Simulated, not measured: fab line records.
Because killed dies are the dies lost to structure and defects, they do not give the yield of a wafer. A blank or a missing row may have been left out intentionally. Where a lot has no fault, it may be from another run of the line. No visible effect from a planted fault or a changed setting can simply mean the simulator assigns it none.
fab line records	flow nand_harc
record: lots: 6	wafers: 18	last_day: 33
route steps=1302 shown P_M2@330 END@1302
lots that met no fault: from a run of the same line without faults
start_h: start of the lot's first displayed wafer, in hours after the record's first day	wait_h: hours from the lot's prior step to this one	" unchanged from the row above	L1.1+2: several wafers, shown together as one row	- no value, or no start was given	* or withheld: withheld	< > ~ a bound
route shown NAME@n: names a module that has steps shown in the file, with the first one's number in the route	usual: average and standard deviation across the fault-free wafers	same: alike in all rows	chamber/n: place in a boat	sites: readings site by site	_std_site: how widely they spread, as a standard deviation	_edge_site: mean of outer sites minus mean of inner sites	radius_mm: for every site, how far away it sits from the centre of the wafer	mask NAME#n: copy n	behind: the most recent tool/chamber to have shaped the wafer	hold: what put the lot on hold/how long, in hours/how the hold closed	device: which transistor (n, p or np) failed to switch	end of line: tests of these same wafers at the route's end	where a step has no rows: the recipe by itself	killed: dies lost to structure and defects at the first sort, not the wafer's yield	map: a wafer's dies, marking killed ones x, the rest . and places with no die _
set.NAME: the setting that was run; set.NAME@STEP: the one run at that earlier step	model.NAME: the simulator's own value behind a step, which no gauge read
lots at selected steps of the route; one table per step, one row per wafer
services: the hour from which a tool's chamber was out of use, counted from the record's first day as start_h (under 0 if before that day), plus the number of hours and why
== steps ==
step: NHARC_P_M2_INSPECT_11
usual: raw_defect_count: 4.5/2.6
lot.wafer	tool	chamber	start_h	wait_h	raw_defect_count
L808.2	defect_inspect-01	-	192.41	0.0	4
L808.3	"	-	"	"	6
L808.6	"	-	"	"	2
L810.1	defect_inspect-01	-	208.57	0.0	2
L810.2	"	-	"	"	4
L810.3	"	-	"	"	3
L813.2	defect_inspect-02	-	239.27	0.0	6
L813.3	"	-	"	"	7
L813.4	"	-	"	"	5
L814.2	defect_inspect-02	-	248.22	0.0	3
L814.3	"	-	"	"	2
L814.6	"	-	"	"	1
L823.1	defect_inspect-02	-	350.83	0.0	7
L823.3	"	-	"	"	7
L823.5	"	-	"	"	8
L825.2	defect_inspect-01	-	369.64	0.0	4
L825.3	"	-	"	"	5
L825.6	"	-	"	"	2
step: NHARC_P_M2_DESCUM_14
recipe: time_s: 3	o2_flow_sccm: 200	ar_flow_sccm: 0	bias_power_w: 0	chemistry: O2
usual: drypump_motor_current_A: 5.3/0.37	oes_product_au: 1.004/0.011	rf_vpp_V: 57.8/0.88	showerhead_plenum_p_Torr: 1.93/0.1	throttle_valve_pct: 11.311/0.0092
lot.wafer	tool	chamber	start_h	wait_h	drypump_motor_current_A	oes_product_au	rf_hours_counter_h	rf_vpp_V	showerhead_plenum_p_Torr	throttle_valve_pct
L808.3	rie_diel-07	2	192.48	0.1	5.9	0.989	1.9	56.2	2.02	11.307
L808.2	"	3	"	"	5.3	0.999	1.6	57.4	2.05	11.319
L808.6	"	1	"	"	5.1	1.014	-	59.1	1.83	11.304
L810.2	rie_diel-07	1	208.63	0.1	5.1	1.012	2.2	57.4	1.83	11.299
L810.1	"	2	"	"	5.9	1.001	2.2	59.6	2.02	11.316
L810.3	"	3	"	"	5.3	0.998	1.9	59.0	2.05	11.289
L813.4	rie_diel-01	3	239.33	0.1	4.8	1.015	0.6	58.2	2.06	11.318
L813.2	"	0	"	"	5.4	0.998	0.8	57.1	1.94	11.304
L813.3	"	1	"	"	4.9	1.028	0.9	58.6	2.01	11.299
L814.2	rie_diel-08	3	248.30	0.1	4.9	1.018	2.7	59.4	1.97	11.305
L814.3	"	0	"	"	5.8	1.021	4.5	57.9	1.79	11.313
L814.6	"	1	"	"	4.9	1.001	-	57.2	1.81	11.317
L823.1	rie_diel-07	2	350.89	0.1	5.8	1.002	3.0	57.8	2.02	11.326
L823.3	"	1	"	"	5.1	1.008	3.5	58.7	1.82	11.313
L823.5	"	2	"	"	5.8	1.003	-	58.2	2.02	11.295
L825.3	rie_diel-01	2	369.72	0.1	5.8	1.001	7.0	58.9	1.80	11.310
L825.2	"	3	"	"	4.8	1.009	6.8	57.7	2.06	11.317
L825.6	"	0	"	"	5.4	0.999	-	56.7	1.94	11.306
step: NHARC_P_M2_ETCH_35
recipe: target_depth_a: 400	overetch_a: 120	time_s: 43.94	ion_energy_ev: 200	n2_flow_sccm: 150	h2_flow_sccm: 150	ar_flow_sccm: 0	rf_w: 400	bias_w: 150	chemistry: N2/H2
usual: drypump_motor_current_A: 5.3/0.37	oes_product_au: 1.003/0.012	rf_vpp_V: 431/3.2	showerhead_plenum_p_Torr: 2.05/0.11	throttle_valve_pct: 14.172/0.0086
lot.wafer	tool	chamber	start_h	wait_h	drypump_motor_current_A	oes_product_au	rf_hours_counter_h	rf_vpp_V	showerhead_plenum_p_Torr	throttle_valve_pct
L808.2	rie_diel-07	3	192.55	0.1	5.3	0.996	1.6	435	2.19	14.171
L808.3	"	1	"	"	5.1	1.004	2.1	427	1.94	14.173
L808.6	"	3	"	"	5.3	0.993	-	436	2.19	14.183
L810.3	rie_diel-07	0	208.72	0.1	5.4	0.981	1.9	427	1.93	14.164
L810.1	"	1	"	"	5.1	0.990	2.3	428	1.94	14.165
L810.2	"	2	"	"	5.8	1.007	2.2	435	2.16	14.167
L813.3	rie_diel-01	2	239.42	0.1	5.8	1.003	0.6	428	1.92	14.152
L813.2	"	3	"	"	4.9	0.993	0.6	436	2.20	14.176
L813.4	"	0	"	"	5.4	0.991	0.8	431	2.07	14.177
L814.2	rie_diel-08	3	248.37	0.1	4.8	1.002	2.7	433	2.10	14.164
L814.3	"	0	"	"	5.9	1.017	4.5	426	1.90	14.176
L814.6	"	3	"	"	4.8	0.998	-	433	2.10	14.173
L823.3	rie_diel-07	1	351.00	0.1	5.1	1.008	3.5	427	1.94	14.163
L823.1	"	2	"	"	5.9	1.006	3.0	434	2.16	14.166
L823.5	"	3	"	"	5.4	1.006	-	435	2.19	14.172
L825.3	rie_diel-01	2	369.78	0.1	5.8	1.003	7.0	428	1.92	14.180
L825.2	"	1	"	"	4.8	1.037	7.3	433	2.14	14.172
L825.6	"	3	"	"	4.8	1.004	-	434	2.20	14.166
step: NHARC_P_M2_ETCH_15
recipe: target_depth_a: 1825	time_s: 91.2	c4f8_flow_sccm: withheld	ar_flow_sccm: 400	rf_w: 600	bias_w: 300	chemistry: C4F8/Ar
step: NHARC_P_M2_CD_MEAS_16
usual: cd_nm: 169.8/0.86
lot.wafer	tool	chamber	start_h	wait_h	cd_nm
L808.2	cd_sem-03	-	192.77	-	169.5
L808.3	"	-	"	"	170.9
L808.6	"	-	"	"	171.2
L810.1	cd_sem-03	-	208.94	-	168.0
L810.2	"	-	"	"	169.9
L810.3	"	-	"	"	167.9
L813.2	cd_sem-03	-	239.66	-	170.2
L813.3	"	-	"	"	169.5
L813.4	"	-	"	"	169.7
L814.2	cd_sem-02	-	248.59	-	170.8
L814.3	"	-	"	"	170.3
L814.6	"	-	"	"	170.2
L823.1	cd_sem-03	-	351.24	-	169.1
L823.3	"	-	"	"	169.9
L823.5	"	-	"	"	169.2
L825.2	cd_sem-02	-	370.01	-	171.2
L825.3	"	-	"	"	170.1
L825.6	"	-	"	"	170.1
step: NHARC_P_M2_STRIP_18
recipe: power_w: 1000	n2_flow_sccm: 150	h2_flow_sccm: 150	ar_flow_sccm: 0	bias_w: 0	chemistry: N2/H2
usual: drypump_motor_current_A: 5.3/0.37	oes_product_au: 1.002/0.011	rf_vpp_V: 90.9/0.93	showerhead_plenum_p_Torr: 2.06/0.11	throttle_valve_pct: 14.173/0.0092
lot.wafer	tool	chamber	start_h	wait_h	drypump_motor_current_A	oes_product_au	rf_hours_counter_h	rf_vpp_V	showerhead_plenum_p_Torr	throttle_valve_pct
L808.3	rie_diel-01	2	192.90	0.1	5.8	0.994	7.3	89.6	1.92	14.182
L808.2	"	3	"	"	4.9	1.000	7.6	90.7	2.20	14.180
L808.6	"	1	"	"	4.8	1.008	-	93.0	2.15	14.181
L810.1	rie_diel-08	2	209.01	0.1	5.4	1.004	1.1	90.7	2.10	14.167
L810.3	"	3	"	"	4.9	1.005	0.6	91.1	2.10	14.174
L810.2	"	0	"	"	5.8	1.022	0.6	90.3	1.90	14.171
L813.4	rie_diel-07	0	239.75	0.1	5.4	0.997	3.5	90.4	1.93	14.169
L813.3	"	1	"	"	5.1	1.016	3.8	91.8	1.94	14.154
L813.2	"	2	"	"	5.9	1.006	4.1	91.8	2.16	14.183
L814.2	rie_diel-08	0	248.66	0.1	5.8	1.017	4.5	91.2	1.90	14.168
L814.3	"	3	"	"	4.9	1.007	2.8	90.2	2.10	14.185
L814.6	"	1	"	"	4.8	0.989	-	89.4	1.92	14.172
L823.1	rie_diel-08	2	351.34	0.1	5.4	1.014	12.8	90.3	2.10	14.177
L823.3	"	0	"	"	5.9	1.012	12.3	90.7	1.90	14.186
L823.5	"	1	"	"	4.9	0.989	-	89.8	1.92	14.170
L825.3	rie_diel-07	3	370.08	0.1	5.3	1.004	3.9	92.7	2.19	14.150
L825.2	"	0	"	"	5.4	0.980	4.9	90.8	1.93	14.171
L825.6	"	0	"	"	5.4	0.993	-	89.6	1.93	14.181
step: NHARC_P_M2_ETCH_28
recipe: target_depth_a: 300	over_etch_frac: 0.3	time_s: 72.99	ion_energy_ev: 150	cf4_flow_sccm: 50	n2_flow_sccm: 100	ar_flow_sccm: 150	rf_w: 300	bias_w: 100	chemistry: CF4/N2
step: NHARC_P_M2_STRIP_19
recipe: time_s: 600	temp_c: 30	chemistry: post_etch_residue_remover
step: NHARC_P_M2_DEGAS_29
recipe: temp_c: 250	time_s: 60
step: NHARC_P_M2_PRE_CLEAN_30
recipe: time_s: 30	temp_c: 280	gas: H2/He
step: NHARC_P_M2_PVD_20
recipe: target_thk_a: 50	bias_v: 168.6	power_w: 15000	chamber_pressure_pa: 0.12	time_s: 8.06	substrate_temp_c: 50	material: TaN
usual: chamber_pressure_pa: 0.11999/0.00025	substrate_temp_c: 50.01/0.13	throttle_valve_pct: 29.9/1
lot.wafer	tool	chamber	start_h	wait_h	chamber_pressure_pa	substrate_temp_c	throttle_valve_pct
L808.3	pvd_sputter-02	-	-	-	0.12007	50.07	28.9
L808.2	"	-	"	"	0.11973	50.01	29.5
L808.6	"	-	"	"	0.11975	50.28	29.6
L810.2	pvd_sputter-01	-	-	-	0.11973	49.95	31.4
L810.3	"	-	"	"	0.11996	50.16	29.1
L810.1	"	-	"	"	0.12018	50.12	29.5
L813.4	pvd_sputter-03	-	-	-	0.11948	50.12	28.6
L813.3	"	-	"	"	0.12046	50.29	29.5
L813.2	"	-	"	"	0.1199	49.97	29.8
L814.2	pvd_sputter-02	-	-	-	0.11974	50.04	28.7
L814.3	"	-	"	"	0.11996	50.03	29.4
L814.6	"	-	"	"	0.12009	49.80	30.6
L823.1	pvd_sputter-01	-	-	-	0.11968	49.98	29.2
L823.3	"	-	"	"	0.11985	50.06	31.8
L823.5	"	-	"	"	0.12034	49.95	32.0
L825.2	pvd_sputter-02	-	-	-	0.11982	49.84	31.9
L825.3	"	-	"	"	0.12021	49.88	29.9
L825.6	"	-	"	"	0.11971	49.91	32.0
step: NHARC_P_M2_PVD_21
recipe: target_thk_a: 300	chamber_pressure_pa: 5	power_w: 5000	substrate_temp_c: 30	time_s: 20.49	material: Cu
usual: chamber_pressure_pa: 5.001/0.0096	substrate_temp_c: 30.01/0.1	throttle_valve_pct: 29.9/1.1
lot.wafer	tool	chamber	start_h	wait_h	chamber_pressure_pa	substrate_temp_c	throttle_valve_pct
L808.2	pvd_sputter-02	-	-	-	5.001	30.13	31.4
L808.3	"	-	"	"	5.011	30.13	29.6
L808.6	"	-	"	"	5.007	29.84	28.7
L810.3	pvd_sputter-01	-	-	-	4.976	30.00	28.6
L810.1	"	-	"	"	5.021	30.03	29.6
L810.2	"	-	"	"	4.995	30.12	29.3
L813.2	pvd_sputter-03	-	-	-	4.993	29.98	29.4
L813.4	"	-	"	"	5.004	30.01	29.8
L813.3	"	-	"	"	5.013	30.09	28.5
L814.3	pvd_sputter-02	-	-	-	4.979	29.93	29.3
L814.2	"	-	"	"	5.003	29.92	30.6
L814.6	"	-	"	"	5.002	29.95	30.6
L823.3	pvd_sputter-01	-	-	-	5.007	29.80	29.1
L823.1	"	-	"	"	5.005	30.07	29.2
L823.5	"	-	"	"	5.012	29.95	29.5
L825.3	pvd_sputter-02	-	-	-	5.017	30.03	30.6
L825.2	"	-	"	"	5.010	30.04	31.9
L825.6	"	-	"	"	5.008	30.23	31.9
step: NHARC_P_M2_ECD_22
recipe: target_thk_a: 4000	bath_temp_c: 25	material: Cu
usual: bath_heat_duty_pct: 7.2/0.96	bath_temp_c: 24.99/0.11
lot.wafer	tool	chamber	start_h	wait_h	bath_heat_duty_pct	bath_temp_c
L808.2	ecd_cu-02	1	193.85	-	7.9	24.95
L808.3	"	0	"	"	5.5	25.13
L808.6	"	0	"	"	6.2	24.94
L810.1	ecd_cu-01	0	210.02	-	7.8	24.75
L810.2	"	1	"	"	7.3	25.11
L810.3	"	0	"	"	7.5	24.84
L813.2	ecd_cu-02	1	240.73	-	-	-
L813.4	"	1	"	"	-	-
L813.3	"	0	"	"	-	-
L814.2	ecd_cu-01	1	249.68	-	-	-
L814.3	"	1	"	"	-	-
L814.6	"	1	"	"	-	-
L823.1	ecd_cu-02	0	352.37	-	6.0	24.95
L823.3	"	0	"	"	6.1	25.02
L823.5	"	1	"	"	8.1	24.95
L825.2	ecd_cu-02	0	371.08	-	6.3	24.92
L825.3	"	1	"	"	8.7	25.02
L825.6	"	1	"	"	8.3	25.00
step: NHARC_P_M2_ANNEAL_31
recipe: temp_c: 225	time_s: 90
step: NHARC_P_M2_CMP_23
recipe: t_overpolish_s: 20	target_thk_nm: 144.3
usual: motor_current_A: 11.6/1.3	pad_life_wafers: 240/88	time_to_endpoint_s: 29.5/2.1
lot.wafer	tool	chamber	start_h	wait_h	motor_current_A	pad_life_wafers	time_to_endpoint_s
L808.3	cmp-02	3	194.57	-	14.2	192	31.3
L808.2	"	0	"	"	10.4	193	31.3
L808.6	"	3	"	"	13.0	-	32.0
L810.1	cmp-02	3	210.74	-	13.8	252	31.5
L810.3	"	1	"	"	10.7	254	31.2
L810.2	"	2	"	"	12.8	255	29.8
L813.2	cmp-03	2	241.47	-	11.9	294	2.2
L813.3	"	0	"	"	12.7	296	4.4
L813.4	"	1	"	"	11.3	297	5.3
L814.2	cmp-01	1	250.40	-	10.6	216	4.3
L814.3	"	2	"	"	11.1	217	3.4
L814.6	"	2	"	"	10.7	-	3.4
L823.1	cmp-03	0	353.04	-	12.3	390	28.4
L823.3	"	3	"	"	11.7	393	31.3
L823.5	"	0	"	"	13.1	-	28.6
L825.2	cmp-02	3	371.84	-	13.4	115	30.7
L825.3	"	1	"	"	10.8	117	29.7
L825.6	"	3	"	"	13.3	-	31.2
step: NHARC_P_M2_THK_MEAS_24
recipe: thk_meas_gauge: xrf
usual: thk_nm: 144.9/1.6
lot.wafer	tool	chamber	start_h	wait_h	thk_nm
L808.2	film_metro-01	-	194.88	-	145.7
L808.3	"	-	"	"	146.0
L808.6	"	-	"	"	146.0
L810.1	film_metro-02	-	211.06	-	145.2
L810.2	"	-	"	"	145.3
L810.3	"	-	"	"	146.0
L813.2	film_metro-02	-	241.78	-	29.1
L813.3	"	-	"	"	31.3
L813.4	"	-	"	"	31.4
L814.2	film_metro-02	-	250.71	-	29.1
L814.3	"	-	"	"	29.5
L814.6	"	-	"	"	29.8
L823.1	film_metro-02	-	353.35	-	141.6
L823.3	"	-	"	"	145.1
L823.5	"	-	"	"	141.5
L825.2	film_metro-02	-	372.12	-	143.5
L825.3	"	-	"	"	144.1
L825.6	"	-	"	"	146.6
step: NHARC_P_M2_SRD_25
step: NHARC_END_SORT_01
recipe: temp_c: 25
usual: defect_limited_yield: 91.4/2.5	killed_at_array: 54/17	killed_at_other: 1.0/1.4	killed_at_periphery: 3.6/2.1	killed_dies: 58/17	killed_open: 3.2/2	killed_short: 2.5/1.5
same: gross_dies: 677
lot.wafer	tool	chamber	start_h	wait_h	defect_limited_yield[%]	killed_at_array	killed_at_other	killed_at_periphery	killed_dies	killed_open	killed_short
L808.2	prober-01	0	630.45	2.8	86.6	87	0	4	91	4	3
L808.3	prober-01	0	631.25	3.1	90.8	53	3	6	62	2	6
L808.6	prober-01	0	633.64	4.0	88.2	79	1	0	80	1	1
L813.2	prober-02	0	659.66	2.8	0	50	1	626	677	0	5
L813.3	prober-02	0	660.46	3.1	0	56	1	620	677	5	2
L813.4	prober-02	0	661.26	3.4	0	49	2	626	677	2	2
L814.2	prober-01	0	687.72	2.8	0	16	0	661	677	0	1
L814.3	prober-01	0	688.54	3.1	0	16	0	661	677	2	0
L814.6	prober-01	0	690.99	4.1	0	16	0	661	677	5	0
L823.1	prober-02	0	779.44	2.5	96.3	20	0	5	25	3	0
L823.3	prober-02	0	781.06	3.1	93.9	35	1	5	41	2	4
L823.5	prober-02	0	782.67	3.7	94.4	33	1	4	38	5	1
L825.2	prober-02	0	799.84	2.8	90.3	64	1	1	66	2	1
L825.3	prober-02	0	800.64	3.1	86.1	93	0	1	94	3	4
L825.6	prober-02	0	803.02	4.0	88.2	78	1	1	80	1	1
killed by level:class
L808.2 A_SLIT:chamber_film_flake=32 A_CHANNEL_HOLE_D1:chamber_film_flake=25 A_CHANNEL_HOLE_D2:chamber_film_flake=20 A_DECK1_JOINT:geometric_particle:short=2 P_ZERO_WELL:chamber_film_flake=2 A_SGD_CUT:chamber_film_flake=2 P_M1:geometric_particle:open=1 A_WL_FILL:geometric_particle:short=1
L808.3 A_SLIT:chamber_film_flake=23 A_CHANNEL_HOLE_D2:chamber_film_flake=11 A_CHANNEL_HOLE_D1:chamber_film_flake=7 A_CHANNEL_FILL_D1:chamber_film_flake=4 A_SGD_CUT:chamber_film_flake=3 THIN_TSV:chamber_film_flake=3 P_CONTACT:geometric_particle:open=2 A_DECK1_JOINT:geometric_particle:short=2
L808.6 A_SLIT:chamber_film_flake=31 A_CHANNEL_HOLE_D2:chamber_film_flake=28 A_CHANNEL_HOLE_D1:chamber_film_flake=11 A_SGD_CUT:chamber_film_flake=2 A_M1:chamber_film_flake=2 A_CHANNEL_FILL_D2:geometric_particle:open=1 A_M1:geometric_particle:short=1 A_ZERO_WELL:chamber_film_flake=1
L813.2 P_M2:area_ecd=622 A_CHANNEL_HOLE_D2:chamber_film_flake=20 A_CHANNEL_HOLE_D1:chamber_film_flake=16 A_SLIT:chamber_film_flake=5 P_GATE:chamber_film_flake=3 A_ONON_D1:geometric_particle:short=2 A_CONTACT:chamber_film_flake=2 A_ONON_D2:geometric_particle:short=1
L813.3 P_M2:area_ecd=615 A_CHANNEL_HOLE_D1:chamber_film_flake=32 A_CHANNEL_HOLE_D2:chamber_film_flake=16 P_CONTACT:geometric_particle:open=2 A_CHANNEL_FILL_D2:chamber_film_flake=2 A_SLIT:chamber_film_flake=2 P_BONDPAD:geometric_particle:open=1 A_ONON_D2:geometric_particle:short=1
L813.4 P_M2:area_ecd=624 A_CHANNEL_HOLE_D2:chamber_film_flake=19 A_CHANNEL_HOLE_D1:chamber_film_flake=13 A_SLIT:chamber_film_flake=5 A_CONTACT:chamber_film_flake=5 A_STAIRCASE:chamber_film_flake=3 A_CHANNEL_FILL_D1:geometric_particle:open=1 A_ONON_D2:geometric_particle:short=1
L814.2 P_M2:area_ecd=658 A_CHANNEL_HOLE_D1:chamber_film_flake=9 A_STAIRCASE:chamber_film_flake=2 A_BLC:chamber_film_flake=2 P_M1:geometric_particle:short=1 P_STI:chamber_film_flake=1 P_BONDPAD:chamber_film_flake=1 A_ZERO_WELL:chamber_film_flake=1
L814.3 P_M2:area_ecd=657 A_CHANNEL_HOLE_D1:chamber_film_flake=8 P_BONDPAD:chamber_film_flake=3 A_SLIT:chamber_film_flake=2 A_CONTACT:chamber_film_flake=2 A_BLC:chamber_film_flake=2 P_CONTACT:geometric_particle:open=1 A_M0:geometric_particle:open=1
L814.6 P_M2:area_ecd=654 A_CHANNEL_HOLE_D1:chamber_film_flake=6 P_BONDPAD:chamber_film_flake=3 P_CONTACT:geometric_particle:open=2 A_WL_FILL:chamber_film_flake=2 A_STAIRCASE:chamber_film_flake=2 A_CONTACT:chamber_film_flake=2 P_GATE:geometric_particle:open=1
L823.1 A_SLIT:chamber_film_flake=9 A_STAIRCASE:chamber_film_flake=3 P_GATE:chamber_film_flake=2 A_CHANNEL_HOLE_D1:unspecified=2 A_SGD_CUT:chamber_film_flake=2 A_CONTACT:chamber_film_flake=2 P_GATE:geometric_particle:open=1 A_ONON_D1:geometric_particle:open=1
L823.3 A_STAIRCASE:chamber_film_flake=11 A_SLIT:chamber_film_flake=6 A_SGD_CUT:chamber_film_flake=3 A_WL_FILL:chamber_film_flake=3 A_CONTACT:chamber_film_flake=3 A_ONON_D1:geometric_particle:short=2 P_ZERO_WELL:chamber_film_flake=2 A_CHANNEL_HOLE_D1:unspecified=2
L823.5 A_CONTACT:chamber_film_flake=9 A_SLIT:chamber_film_flake=7 A_STAIRCASE:chamber_film_flake=6 A_CHANNEL_HOLE_D1:unspecified=3 P_ZERO_WELL:chamber_film_flake=2 P_GATE:chamber_film_flake=2 A_ONON_D1:geometric_particle:open=1 A_ONON_D2:geometric_particle:open=1
L825.2 A_SLIT:chamber_film_flake=23 A_CHANNEL_HOLE_D2:chamber_film_flake=19 A_CHANNEL_HOLE_D1:chamber_film_flake=8 A_CHANNEL_FILL_D1:chamber_film_flake=4 A_CHANNEL_FILL_D2:chamber_film_flake=2 A_STAIRCASE:chamber_film_flake=2 A_CHANNEL_FILL_D1:geometric_particle:open=1 A_CHANNEL_FILL_D1:geometric_particle:short=1
L825.3 A_SLIT:chamber_film_flake=36 A_CHANNEL_HOLE_D2:chamber_film_flake=34 A_CHANNEL_HOLE_D1:chamber_film_flake=7 A_CONTACT:geometric_particle:open=2 A_M1:geometric_particle:short=2 A_CHANNEL_FILL_D1:chamber_film_flake=2 A_CHANNEL_FILL_D2:chamber_film_flake=2 A_WL_FILL:chamber_film_flake=2
L825.6 A_CHANNEL_HOLE_D2:chamber_film_flake=32 A_CHANNEL_HOLE_D1:chamber_film_flake=24 A_SLIT:chamber_film_flake=13 A_CHANNEL_FILL_D1:chamber_film_flake=2 A_DECK1_JOINT:chamber_film_flake=2 P_GATE:geometric_particle:short=1 A_CONTACT:geometric_particle:open=1 A_CHANNEL_FILL_D2:chamber_film_flake=1
map L813.2 (x killed, . not)
____________x____________
_________xxxxxxx_________
_______xxxxxxxxxxx_______
______xxxxxxxxxxxxx______
_____xxxxxxxxxxxxxxx_____
____xxxxxxxxxxxxxxxxx____
____xxxxxxxxxxxxxxxxx____
___xxxxxxxxxxxxxxxxxxx___
___xxxxxxxxxxxxxxxxxxx___
__xxxxxxxxxxxxxxxxxxxxx__
__xxxxxxxxxxxxxxxxxxxxx__
_xxxxxxxxxxxxxxxxxxxxxxx_
_xxxxxxxxxxxxxxxxxxxxxxx_
_xxxxxxxxxxxxxxxxxxxxxxx_
_xxxxxxxxxxxxxxxxxxxxxxx_
_xxxxxxxxxxxxxxxxxxxxxxx_
xxxxxxxxxxxxxxxxxxxxxxxxx
xxxxxxxxxxxxxxxxxxxxxxxxx
xxxxxxxxxxxxxxxxxxxxxxxxx
xxxxxxxxxxxxxxxxxxxxxxxxx
xxxxxxxxxxxxxxxxxxxxxxxxx
_xxxxxxxxxxxxxxxxxxxxxxx_
_xxxxxxxxxxxxxxxxxxxxxxx_
_xxxxxxxxxxxxxxxxxxxxxxx_
_xxxxxxxxxxxxxxxxxxxxxxx_
_xxxxxxxxxxxxxxxxxxxxxxx_
__xxxxxxxxxxxxxxxxxxxxx__
__xxxxxxxxxxxxxxxxxxxxx__
___xxxxxxxxxxxxxxxxxxx___
___xxxxxxxxxxxxxxxxxxx___
____xxxxxxxxxxxxxxxxx____
____xxxxxxxxxxxxxxxxx____
_____xxxxxxxxxxxxxxx_____
______xxxxxxxxxxxxx______
_______xxxxxxxxxxx_______
_________xxxxxxx_________
____________x____________
map L814.2 (x killed, . not)
____________x____________
_________xxxxxxx_________
_______xxxxxxxxxxx_______
______xxxxxxxxxxxxx______
_____xxxxxxxxxxxxxxx_____
____xxxxxxxxxxxxxxxxx____
____xxxxxxxxxxxxxxxxx____
___xxxxxxxxxxxxxxxxxxx___
___xxxxxxxxxxxxxxxxxxx___
__xxxxxxxxxxxxxxxxxxxxx__
__xxxxxxxxxxxxxxxxxxxxx__
_xxxxxxxxxxxxxxxxxxxxxxx_
_xxxxxxxxxxxxxxxxxxxxxxx_
_xxxxxxxxxxxxxxxxxxxxxxx_
_xxxxxxxxxxxxxxxxxxxxxxx_
_xxxxxxxxxxxxxxxxxxxxxxx_
xxxxxxxxxxxxxxxxxxxxxxxxx
xxxxxxxxxxxxxxxxxxxxxxxxx
xxxxxxxxxxxxxxxxxxxxxxxxx
xxxxxxxxxxxxxxxxxxxxxxxxx
xxxxxxxxxxxxxxxxxxxxxxxxx
_xxxxxxxxxxxxxxxxxxxxxxx_
_xxxxxxxxxxxxxxxxxxxxxxx_
_xxxxxxxxxxxxxxxxxxxxxxx_
_xxxxxxxxxxxxxxxxxxxxxxx_
_xxxxxxxxxxxxxxxxxxxxxxx_
__xxxxxxxxxxxxxxxxxxxxx__
__xxxxxxxxxxxxxxxxxxxxx__
___xxxxxxxxxxxxxxxxxxx___
___xxxxxxxxxxxxxxxxxxx___
____xxxxxxxxxxxxxxxxx____
____xxxxxxxxxxxxxxxxx____
_____xxxxxxxxxxxxxxx_____
______xxxxxxxxxxxxx______
_______xxxxxxxxxxx_______
_________xxxxxxx_________
____________x____________
== services ==
tool	chamber	start_h	hours	kind
pvd_sputter-03	-	170.00	10.0	pm
rie_diel-08	-	190.80	9.0	pm
ecd_cu-01	-	199.00	1.2	repair
rie_diel-01	-	203.86	9.0	pm
cmp-02	-	218.93	0.6	repair
pvd_sputter-01	-	226.87	10.0	pm
cmp-02	-	232.50	4.0	pm
rie_diel-08	3	238.97	2.2	repair
pvd_sputter-01	-	239.13	5.3	repair
cmp-02	-	239.86	0.4	repair
ecd_cu-02	-	244.49	8.0	pm
rie_diel-07	3	252.65	3.6	repair
cmp-02	-	257.02	1.5	repair
rie_diel-07	-	281.58	0.6	repair
rie_diel-07	-	294.20	9.0	pm
pvd_sputter-02	-	310.29	10.0	pm
pvd_sputter-02	-	323.59	2.7	repair
rie_diel-07	3	327.45	5.5	repair
cmp-02	-	330.50	4.0	pm
pvd_sputter-02	-	343.67	7.9	repair
rie_diel-07	0	350.20	1.6	repair
rie_diel-07	1	355.01	2.6	repair
pvd_sputter-02	-	359.87	1.9	repair
rie_diel-08	-	367.80	9.0	pm
== key ==
first_sign: step: NHARC_P_M2_ECD_22	reading: tool_record	direction: missing
effect: step: NHARC_P_M2_CMP_23	reading: time_to_endpoint_s	direction: down	sigmas: 12	usual: *	struck: *
effect: step: NHARC_P_M2_THK_MEAS_24	reading: thk_nm	direction: down	sigmas: 73	usual: 144.9	struck: 30.0
effect: step: NHARC_END_SORT_01	reading: killed_at_periphery	direction: up	sigmas: 99+	usual: 3.6	struck: 642.5
more_kills_born_at: NHARC_P_M2_ECD_22@ecd_cu-01: 1969	NHARC_P_M2_ECD_22@ecd_cu-02: 1861
met_at NHARC_P_M2_ECD_22
struck_wafers L813.2,L813.3,L813.4,L814.2,L814.3,L814.6
later_rows_left_out L813.2,L813.3,L813.4,L814.2,L814.3,L814.6
onset_between 210.02 240.73
fault: kind: skipped_step_whole	tool: ecd_cu-01,ecd_cu-02	chamber: -	onset_h: 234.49	steps: NHARC_P_M2_ECD_22	scope: struck_lots_only
later_rows_left_out: the simulator's readings of these wafers behind a module that went badly wrong aren't trusted and aren't shown, but for the sort
